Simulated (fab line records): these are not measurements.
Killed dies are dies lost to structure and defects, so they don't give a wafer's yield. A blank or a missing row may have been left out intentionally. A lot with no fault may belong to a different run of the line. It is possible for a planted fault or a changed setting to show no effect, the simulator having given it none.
Split-lot experiment + flow n5 finfet + 7 lots, 21 wafers read, on a route of 1938 steps

## THE SPLIT ITSELF
At N5_BEOL_M11_COAT_22 (resist thk 90 nm), the setting spin rpm was moved away from the recipe's 1500 rpm on 9 of the 21 wafers read, by -10.7% to +5.6%. The other wafers ran this setting at the recipe's value.

## FROM THE SPLIT TO THE READING: what the file shows between them, 6 steps
- N5_BEOL_M11_EBR_24
- N5_BEOL_M11_SOFTBAKE_23: time 60 s
- N5_BEOL_M11_EXPOSE_25: exposes mask V10
- N5_BEOL_M11_PEB_26: peb time 60 s
- N5_BEOL_M11_DEVELOP_27: develop time 30 s
- N5_BEOL_M11_DESCUM_33: chemistry O2, time 7.9 s

## THE READING
CAR-ArF_of_BEOL_M11_COAT_22.thk nm (the simulator's own value, which no gauge read), in nm, at N5_BEOL_M11_ETCH_65 (etches SiARC in CF4, target depth 39 nm, time 65 s). The file does not state a usual value for it. Here, 12 wafers ran the recipe; their average is 55.2 nm with a standard deviation of 0.21 nm.

| wafer  | tool, chamber at the split | spin rpm as run, rpm | against the recipe | CAR-ArF_of_BEOL_M11_COAT_22.thk nm, nm | against lot-mates on the recipe |
|--------|----------------------------|----------------------|--------------------|----------------------------------------|---------------------------------|
| L083.1 | litho track-02, 0          | 1584                 | +5.6%              | 52.8                                   | -2.4                            |
| L083.5 | litho track-02, 0          | 1584                 | +5.6%              | 52.8                                   | -2.4                            |
| L083.2 | litho track-02, 0          | 1500                 | recipe             | 55.2                                   | -                               |
| L082.2 | litho track-05, 0          | 1340                 | -10.7%             | 60.6                                   | +5.3                            |
| L082.3 | litho track-05, 0          | 1500                 | recipe             | 55.4                                   | -                               |
| L082.4 | litho track-05, 0          | 1500                 | recipe             | 55.2                                   | -                               |
| L085.1 | litho track-02, 0          | 1500                 | recipe             | 55.4                                   | -                               |
| L085.2 | litho track-02, 0          | 1381                 | -7.9%              | 59.4                                   | +4.0                            |
| L085.4 | litho track-02, 0          | 1381                 | -7.9%              | 59.2                                   | +3.8                            |
| L089.3 | litho track-02, 0          | 1500                 | recipe             | 55                                     | -                               |
| L089.5 | litho track-02, 0          | 1500                 | recipe             | 55                                     | -                               |
| L089.4 | litho track-02, 0          | 1500                 | recipe             | 54.8                                   | -                               |
| L092.3 | litho track-05, 0          | 1500                 | recipe             | 55.4                                   | -                               |
| L092.4 | litho track-05, 0          | 1367                 | -8.9%              | 59.8                                   | +4.4                            |
| L092.6 | litho track-05, 0          | 1367                 | -8.9%              | 59.6                                   | +4.2                            |
| L094.3 | litho track-01, 0          | 1390                 | -7.3%              | 59.2                                   | +4.0                            |
| L094.4 | litho track-01, 0          | 1390                 | -7.3%              | 59.2                                   | +4.0                            |
| L094.5 | litho track-01, 0          | 1500                 | recipe             | 55.2                                   | -                               |
| L093.1 | litho track-02, 0          | 1500                 | recipe             | 55.2                                   | -                               |
| L093.2 | litho track-02, 0          | 1500                 | recipe             | 55.6                                   | -                               |
| L093.4 | litho track-02, 0          | 1500                 | recipe             | 55.4                                   | -                               |

THE FIT
A straight line over all 21 wafers: CAR-ArF_of_BEOL_M11_COAT_22.thk nm changes by -0.498 nm for each +1% of spin rpm; r = -1.00; the points scatter about the line by 0.22 nm.
The same after taking each lot's own level away (the mean of its wafers on the recipe; 21 wafers): -0.488 nm for each +1%; r = -1.00; scatter 0.18 nm.
Per that fit: largest spin rpm move, reading shift of 5.2 nm.
From 54.93 to 55.40 nm: that is the span of the lots' own levels, equal to 2.2 times the standard deviation above.
The two slopes are in agreement: the lot-to-lot level therefore moves the slope only a little.
Check: for one of the wafers moved furthest among these (-10.7%), held out of the fit, the line's prediction against its lot-mates is +5.27 nm. It came out at +5.3 nm against them.

## OTHER SPLITS ON THESE WAFERS
These wafers also went through other splits before the reading. Each is held against what the fit with the lots' levels taken away leaves over:
| other split on the same wafers   | wafers away from the commonest value | r with CAR-ArF_of_BEOL_M11_COAT_22.thk nm (lot level and that fit taken away) |
|----------------------------------|--------------------------------------|-------------------------------------------------------------------------------|
| N5_BEOL_M8_TRENCH_ETCH_37 time s | 8                                    | +0.25                                                                         |
| N5_BEOL_M9_ETCH_62 time s        | 5                                    | -0.07                                                                         |
| N5_BEOL_M9_COAT_22 spin rpm      | 8                                    | +0.36                                                                         |

## THE WHOLE CHAIN: every reading that the file lists as answering this split, in the file's order
| step                   | what it does                                       | reading                                                                             | change (the file's fit)               | r (the file's) |
|------------------------|----------------------------------------------------|-------------------------------------------------------------------------------------|---------------------------------------|----------------|
| N5_BEOL_M11_COAT_22    | resist thk 90 nm                                   | CAR-ArF_of_BEOL_M11_COAT_22.thk nm (the simulator's own value, which no gauge read) | -0.484 nm for each +1% of the setting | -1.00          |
| N5_BEOL_M11_DEVELOP_27 | develop time 30 s                                  | CAR-ArF_of_BEOL_M11_COAT_22.thk nm (the simulator's own value, which no gauge read) | -0.499 nm for each +1% of the setting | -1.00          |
| N5_BEOL_M11_ETCH_65    | etches SiARC in CF4, target depth 39 nm, time 65 s | CAR-ArF_of_BEOL_M11_COAT_22.thk nm (the simulator's own value, which no gauge read) | -0.495 nm for each +1% of the setting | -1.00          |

## THE FILE'S OWN FIT
CAR-ArF_of_BEOL_M11_COAT_22.thk nm changes by -0.495 nm for each +1% of spin rpm, r = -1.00.
